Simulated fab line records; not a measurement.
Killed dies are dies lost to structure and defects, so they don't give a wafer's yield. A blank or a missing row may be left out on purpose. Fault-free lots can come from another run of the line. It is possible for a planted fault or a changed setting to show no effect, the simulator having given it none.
Chamber matching    flow nand harc    NHARC_P_GATE_STRIP_101 on rie diel-04: 4 sister chambers
The step strips in O2, time 20 s. 4 wafers are shown with their chamber, then 10 later ones without.

## WAFERS WITH THEIR CHAMBER
wafer   chamber  showerhead plenum p Torr (Torr)
L083.3  3        3.55
L085.5  0        3.32
L086.2  2        3.64
L086.5  1        3.72

## WAFERS WITHOUT THEIR CHAMBER
wafer   showerhead plenum p Torr (Torr)
L086.6  3.32
L091.2  3.72
L091.3  3.55
L091.4  3.64
L095.1  3.63
L095.3  3.72
L095.4  3.32
L097.3  3.55
L097.4  3.72
L097.5  3.55

## THE CHAMBER EACH PASSED THROUGH
wafer   from the rows above  in truth
L086.6  0                    0
L091.2  1                    1
L091.3  3                    3
L091.4  2                    2
L095.1  2                    2
L095.3  1                    1
L095.4  0                    0
L097.3  3                    3
L097.4  1                    1
L097.5  3                    3
Correctly placed: 10 of 10. Not placeable from these rows: 0. Number placed wrongly: 0.
How it was worked out, from the rows above alone: a wafer's distance from a chamber is the root of the sum, over the readings, of the square of ((its reading less the chamber's mean) divided by the reading's scatter). If the next closest chamber is less than 2 further off than the closest, the wafer can't be placed; otherwise it belongs to the closest. A chamber's mean is the mean of its shown wafers. The scatter (one wafer shown for each chamber): square how far every hidden wafer sits from the nearest shown wafer, average those squares and take the square root.
